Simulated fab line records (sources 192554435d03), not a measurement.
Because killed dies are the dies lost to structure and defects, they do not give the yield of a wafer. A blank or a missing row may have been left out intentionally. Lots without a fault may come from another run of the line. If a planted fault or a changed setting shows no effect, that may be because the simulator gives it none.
Lot-split experiment :: flow n5 finfet :: on a route of 1938 steps: 7 lots, 21 wafers read

== SPLIT DETAILS ==
At N5_BEOL_M13_COAT_04 (resist thk 400 nm), the setting spin rpm was moved away from the recipe's 1625 rpm on 8 of the 21 wafers read, by -7.9% to +8.4%. For the rest of the wafers, this setting stayed at what the recipe calls for.

Between the split and the reading, the file records no step.

== THE READING ==
coat_of_BEOL_M13_COAT_04.thk nm (the simulator's own value, which no gauge read), in nm, at N5_BEOL_M13_ETCH_59 (etches BARC in N2/H2, target depth 89 nm, overetch 26.7 nm, time 67.9 s). The file gives no usual value for it. Here, 13 wafers ran the recipe; their average is 318.2 nm with a standard deviation of 2.4 nm.

wafer: L080.1
tool, chamber at the split: litho track-05, 0
spin rpm as run, rpm: 1625
against the recipe: recipe
coat_of_BEOL_M13_COAT_04.thk nm, nm: 319.8
against lot-mates on the recipe: -

wafer: L080.3
tool, chamber at the split: litho track-05, 0
spin rpm as run, rpm: 1625
against the recipe: recipe
coat_of_BEOL_M13_COAT_04.thk nm, nm: 319.2
against lot-mates on the recipe: -

wafer: L080.5
tool, chamber at the split: litho track-05, 0
spin rpm as run, rpm: 1625
against the recipe: recipe
coat_of_BEOL_M13_COAT_04.thk nm, nm: 319.8
against lot-mates on the recipe: -

wafer: L079.1
tool, chamber at the split: litho track-05, 0
spin rpm as run, rpm: 1625
against the recipe: recipe
coat_of_BEOL_M13_COAT_04.thk nm, nm: 318.4
against lot-mates on the recipe: -

wafer: L079.3
tool, chamber at the split: litho track-05, 0
spin rpm as run, rpm: 1625
against the recipe: recipe
coat_of_BEOL_M13_COAT_04.thk nm, nm: 320.6
against lot-mates on the recipe: -

wafer: L079.6
tool, chamber at the split: litho track-05, 0
spin rpm as run, rpm: 1625
against the recipe: recipe
coat_of_BEOL_M13_COAT_04.thk nm, nm: 323.8
against lot-mates on the recipe: -

wafer: L090.2
tool, chamber at the split: litho track-01, 0
spin rpm as run, rpm: 1566
against the recipe: -3.6%
coat_of_BEOL_M13_COAT_04.thk nm, nm: 322.8
against lot-mates on the recipe: +5.8

wafer: L090.3
tool, chamber at the split: litho track-01, 0
spin rpm as run, rpm: 1625
against the recipe: recipe
coat_of_BEOL_M13_COAT_04.thk nm, nm: 317
against lot-mates on the recipe: -

wafer: L090.4
tool, chamber at the split: litho track-01, 0
spin rpm as run, rpm: 1566
against the recipe: -3.6%
coat_of_BEOL_M13_COAT_04.thk nm, nm: 325.4
against lot-mates on the recipe: +8.4

wafer: L093.1
tool, chamber at the split: litho track-01, 0
spin rpm as run, rpm: 1625
against the recipe: recipe
coat_of_BEOL_M13_COAT_04.thk nm, nm: 317
against lot-mates on the recipe: -

wafer: L093.2
tool, chamber at the split: litho track-01, 0
spin rpm as run, rpm: 1625
against the recipe: recipe
coat_of_BEOL_M13_COAT_04.thk nm, nm: 317.6
against lot-mates on the recipe: -

wafer: L093.4
tool, chamber at the split: litho track-01, 0
spin rpm as run, rpm: 1625
against the recipe: recipe
coat_of_BEOL_M13_COAT_04.thk nm, nm: 318.4
against lot-mates on the recipe: -

wafer: L095.3
tool, chamber at the split: litho track-01, 0
spin rpm as run, rpm: 1578
against the recipe: -2.9%
coat_of_BEOL_M13_COAT_04.thk nm, nm: 322
against lot-mates on the recipe: +6.1

wafer: L095.5
tool, chamber at the split: litho track-01, 0
spin rpm as run, rpm: 1625
against the recipe: recipe
coat_of_BEOL_M13_COAT_04.thk nm, nm: 316
against lot-mates on the recipe: -

wafer: L095.6
tool, chamber at the split: litho track-01, 0
spin rpm as run, rpm: 1625
against the recipe: recipe
coat_of_BEOL_M13_COAT_04.thk nm, nm: 315.8
against lot-mates on the recipe: -

wafer: L096.1
tool, chamber at the split: litho track-01, 0
spin rpm as run, rpm: 1761
against the recipe: +8.4%
coat_of_BEOL_M13_COAT_04.thk nm, nm: 301.6
against lot-mates on the recipe: -12.2

wafer: L096.3
tool, chamber at the split: litho track-01, 0
spin rpm as run, rpm: 1625
against the recipe: recipe
coat_of_BEOL_M13_COAT_04.thk nm, nm: 313.8
against lot-mates on the recipe: -

wafer: L096.5
tool, chamber at the split: litho track-01, 0
spin rpm as run, rpm: 1761
against the recipe: +8.4%
coat_of_BEOL_M13_COAT_04.thk nm, nm: 299.8
against lot-mates on the recipe: -14.0

wafer: L097.3
tool, chamber at the split: litho track-01, 0
spin rpm as run, rpm: 1497
against the recipe: -7.9%
coat_of_BEOL_M13_COAT_04.thk nm, nm: 331.4
against lot-mates on the recipe: no lot-mate on the recipe

wafer: L097.5
tool, chamber at the split: litho track-01, 0
spin rpm as run, rpm: 1497
against the recipe: -7.9%
coat_of_BEOL_M13_COAT_04.thk nm, nm: 332.2
against lot-mates on the recipe: no lot-mate on the recipe

wafer: L097.6
tool, chamber at the split: litho track-01, 0
spin rpm as run, rpm: 1497
against the recipe: -7.9%
coat_of_BEOL_M13_COAT_04.thk nm, nm: 335.4
against lot-mates on the recipe: no lot-mate on the recipe

THE FIT
A straight line over all 21 wafers: coat_of_BEOL_M13_COAT_04.thk nm changes by -1.95 nm for each +1% of spin rpm; r = -0.96; the points scatter about the line by 2.3 nm.
The same after taking each lot's own level away (the mean of its wafers on the recipe; 18 wafers): -1.66 nm for each +1%; r = -0.97; scatter 1.2 nm.
The reading moves by 14 nm for the largest change in spin rpm, on that fit.
From 313.80 to 320.93 nm: that is the span of the lots' own levels, equal to 2.9 times the standard deviation above.
So the lot-to-lot level changes the slope: the two fits differ.
Check: -14.7 nm against its lot-mates is what the line predicts for one of the wafers moved furthest among these (+8.4%) when that wafer is left out of the fit. Against them it came out at -12.2 nm.

== THE OTHER SPLITS THESE WAFERS WENT THROUGH ==
Note: prior to the reading, these wafers also went through further splits. Each is held against what the fit with the lots' levels taken away leaves over:
other split on the same wafers: N5_BEOL_M9_SPUTTER_48 power w
wafers away from the commonest value: 7
r with coat_of_BEOL_M13_COAT_04.thk nm (lot level and that fit taken away): +0.17

other split on the same wafers: N5_BEOL_M11_PECVD_70 time s
wafers away from the commonest value: 5
r with coat_of_BEOL_M13_COAT_04.thk nm (lot level and that fit taken away): -0.05

other split on the same wafers: N5_BEOL_M11_COAT_59 spin rpm
wafers away from the commonest value: 5
r with coat_of_BEOL_M13_COAT_04.thk nm (lot level and that fit taken away): -0.01

other split on the same wafers: N5_BEOL_M12_COAT_04 spin rpm
wafers away from the commonest value: 6
r with coat_of_BEOL_M13_COAT_04.thk nm (lot level and that fit taken away): -0.05

== THE WHOLE CHAIN: every reading that the file lists as answering this split, in the file's order ==
step: N5_BEOL_M13_COAT_04
what it does: resist thk 400 nm
reading: coat_of_BEOL_M13_COAT_04.thk nm (the simulator's own value, which no gauge read)
change (the file's fit): -1.84 nm for each +1% of the setting
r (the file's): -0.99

step: N5_BEOL_M13_ETCH_59
what it does: etches BARC in N2/H2, target depth 89 nm, overetch 26.7 nm, time 67.9 s
reading: coat_of_BEOL_M13_COAT_04.thk nm (the simulator's own value, which no gauge read)
change (the file's fit): -1.67 nm for each +1% of the setting
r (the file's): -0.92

== THE FILE'S OWN FIT ==
coat_of_BEOL_M13_COAT_04.thk nm changes by -1.67 nm for each +1% of spin rpm, r = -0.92.
